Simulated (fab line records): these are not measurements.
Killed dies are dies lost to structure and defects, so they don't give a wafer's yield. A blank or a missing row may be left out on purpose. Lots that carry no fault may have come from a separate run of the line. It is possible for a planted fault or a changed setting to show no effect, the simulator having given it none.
Comparing a struck lot with a sound one || flow n5 finfet || 16 steps out of a route of 1938
Sound: these wafers, L270.1, L270.3, L270.6. Struck: wafer L266.6 (left out: L266.1, L266.4 of the same lot, which were not struck); the cause appears at the end.
Per side, at each step with rows, come the tool, then ch with its chambers, and then its first start. Under that, the readings that differ: sound wafers || struck wafers || difference of the means || sigmas: that difference in standard deviations of wafers without a fault.
alike: words and numbers the same on both sides, and readings whose means are apart by under 2 such deviations; not compared: readings that were withheld, readings missing a value for some wafer, numbers with overlapping values and no deviation given by the record, and bounds like >300 which may hide the same value.
Wherever a step has rows on one side only, a row that says differs or no value, or a row with sigmas, the two part there. When numbers do not overlap yet have no deviation, they are printed without sigmas and do not part them. Lack of a reading on every wafer of one side parts them only where that side has two or more wafers.

first, 9 steps without rows for these wafers: N5_BEOL_M1_SOFTBAKE_23 (time 60 s); N5_BEOL_M1_EXPOSE_25 (exposes mask V0, defocus 5 nm, target cd 24 nm); N5_BEOL_M1_PEB_26 (peb time 60 s); N5_BEOL_M1_DEVELOP_27 (develop time 30 s); N5_BEOL_M1_DESCUM_33 (chemistry O2, time 7 s); N5_BEOL_M1_ETCH_77 (etches underlayer in N2/H2, target depth 6.5 nm, time 5.2 s); N5_BEOL_M1_ETCH_69 (etches SiARC in CF4, target depth 15.6 nm, time 26 s); N5_BEOL_M1_ALD_98 (deposits SiO2, target thk 2.5 nm, pulse time 1 s, co reactant pulse time 1 s); N5_BEOL_M1_ETCHBACK_99 (etches SiO2 in CHF3, target depth 5 nm, time 10.4 s).
N5_BEOL_M1_ETCH_70: etches SOC in N2/H2, target depth 80 nm, overetch 16 nm, time 120 s.
  sound on rie diel-03 ch 0,1,3, day 11 21:22; struck on rie diel-02 ch 0, day 10 04:24
{"reading": "model.SiARC_of_BEOL_M1_COAT_68.thk nm (nm)", "sound": "6.2 5.8 6.2", "struck": 3.4, "difference": -2.7, "sigmas": ""}
  alike: chamber pressure mTorr, drypump motor current A, oes product au, rf vpp V, showerhead plenum p Torr, throttle valve pct
  not compared: rf hours counter h
then, 2 steps without rows for these wafers: N5_BEOL_M1_STRIP_71 (strips in N2/H2); N5_BEOL_M1_STRIP_78 (strips in N2/H2).
N5_BEOL_M1_VIA_ETCH_34: etches the open film in C4F6/O2, target depth 67.8 nm, time 64.4 s.
  sound on rie diel-03 ch 0,1,3, day 11 21:28; struck on rie diel-02 ch 0, day 10 04:30
{"reading": "model.BEOL_M1.cd nm (nm)", "sound": "18.2 18 17.6", "struck": 19.2, "difference": "+1.3", "sigmas": ""}
  alike: chamber pressure mTorr, drypump motor current A, mfc ar sccm, oes product au, rf vpp V, showerhead plenum p Torr, throttle valve pct
  not compared: rf hours counter h
then, 1 step without rows for these wafers: N5_BEOL_M1_STRIP_83 (strips in C4F6/O2).
N5_BEOL_M4_RC_MEAS_101:
  sound on prober-01 ch 0, day 13 10:42; struck on prober-01 ch 0, day 12 01:52
{"reading": "VT_N (mV)", "sound": "243 247 243", "struck": 256, "difference": "+12", "sigmas": "+3"}
  alike: DIBL_N, DIBL_P, IOFF_N, IOFF_P, ION_N, ION_P, SS_N, SS_P, VT_P
following that, these wafers have no rows for 1 step: N5_PASSIVATION_PROBE_49.

WHERE THEY PART
Within this record, at N5_BEOL_M4_RC_MEAS_101 only.

WHY: the cause the simulator had injected
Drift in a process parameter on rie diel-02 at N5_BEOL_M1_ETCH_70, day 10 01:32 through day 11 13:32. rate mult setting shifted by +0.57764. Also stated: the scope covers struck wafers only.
